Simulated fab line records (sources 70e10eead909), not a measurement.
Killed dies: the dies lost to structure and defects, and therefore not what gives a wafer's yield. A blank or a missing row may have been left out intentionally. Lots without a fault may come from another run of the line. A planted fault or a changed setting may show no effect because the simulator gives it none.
Chamber matching / flow nand harc / NHARC_P_CONTACT_DEP_30 on pecvd-04 has 3 sister chambers
The step deposits SiNx, target thk 30 nm. 20 wafers are shown with their chamber, then 10 later ones without.

== EACH WAFER AND ITS CHAMBER ==
wafer=L074.2; chamber=1; heater power w (W)=646; heater power outer w (W)=368
wafer=L074.5; chamber=1; heater power w (W)=661; heater power outer w (W)=363
wafer=L074.6; chamber=0; heater power w (W)=634; heater power outer w (W)=372
wafer=L077.1; chamber=0; heater power w (W)=702; heater power outer w (W)=415
wafer=L077.3; chamber=1; heater power w (W)=632; heater power outer w (W)=347
wafer=L077.4; chamber=1; heater power w (W)=622; heater power outer w (W)=338
wafer=L076.1; chamber=2; heater power w (W)=827; heater power outer w (W)=514
wafer=L076.2; chamber=0; heater power w (W)=651; heater power outer w (W)=370
wafer=L076.5; chamber=2; heater power w (W)=811; heater power outer w (W)=513
wafer=L078.1; chamber=2; heater power w (W)=776; heater power outer w (W)=463
wafer=L078.2; chamber=1; heater power w (W)=623; heater power outer w (W)=348
wafer=L078.3; chamber=0; heater power w (W)=704; heater power outer w (W)=427
wafer=L082.2; chamber=0; heater power w (W)=688; heater power outer w (W)=413
wafer=L082.3; chamber=1; heater power w (W)=653; heater power outer w (W)=371
wafer=L082.4; chamber=2; heater power w (W)=708; heater power outer w (W)=405
wafer=L083.1; chamber=2; heater power w (W)=847; heater power outer w (W)=531
wafer=L083.2; chamber=0; heater power w (W)=732; heater power outer w (W)=445
wafer=L083.6; chamber=0; heater power w (W)=741; heater power outer w (W)=438
wafer=L086.2; chamber=0; heater power w (W)=714; heater power outer w (W)=408
wafer=L086.5; chamber=1; heater power w (W)=619; heater power outer w (W)=340

SIGNATURES (means of the wafers above)
reading=heater power w; chamber 0=695.75; chamber 1=636.57; chamber 2=793.80; scatter within a chamber=37
reading=heater power outer w; chamber 0=411.00; chamber 1=353.57; chamber 2=485.20; scatter within a chamber=31.7
Rule: for a wafer and a chamber, the distance is found by dividing, reading by reading, the gap between the wafer's reading and the chamber's mean by the reading's scatter, squaring, summing and taking the root. The wafer belongs to the nearest chamber; if the next one is less than 2 further off, it can't be placed. The scatter: take each reading less its chamber's mean, square it, sum over the shown wafers, divide by the number of wafers less the number of chambers, and take the root.

== WAFERS MISSING THEIR CHAMBER ==
wafer=L086.6; heater power w (W)=697; heater power outer w (W)=413
wafer=L092.1; heater power w (W)=821; heater power outer w (W)=512
wafer=L092.3; heater power w (W)=674; heater power outer w (W)=364
wafer=L092.6; heater power w (W)=687; heater power outer w (W)=373
wafer=L095.2; heater power w (W)=820; heater power outer w (W)=501
wafer=L095.3; heater power w (W)=716; heater power outer w (W)=467
wafer=L095.6; heater power w (W)=679; heater power outer w (W)=397
wafer=L097.1; heater power w (W)=614; heater power outer w (W)=312
wafer=L097.2; heater power w (W)=669; heater power outer w (W)=395
wafer=L097.4; heater power w (W)=682; heater power outer w (W)=408

== THE CHAMBER EACH PASSED THROUGH ==
wafer=L086.6; from the rows above=0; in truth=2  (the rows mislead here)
wafer=L092.1; from the rows above=2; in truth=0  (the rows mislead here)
wafer=L092.3; from the rows above=can't be placed: 1 or 0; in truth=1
wafer=L092.6; from the rows above=can't be placed: 0 or 1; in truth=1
wafer=L095.2; from the rows above=2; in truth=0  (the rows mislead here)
wafer=L095.3; from the rows above=can't be placed: 0 or 2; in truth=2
wafer=L095.6; from the rows above=can't be placed: 0 or 1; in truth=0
wafer=L097.1; from the rows above=1; in truth=1
wafer=L097.2; from the rows above=can't be placed: 0 or 1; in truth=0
wafer=L097.4; from the rows above=can't be placed: 0 or 1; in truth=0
Placed correctly: 1 of 10. Not placeable from these rows: 6 (in 6, the candidates include the true chamber). Wrongly placed: 3.
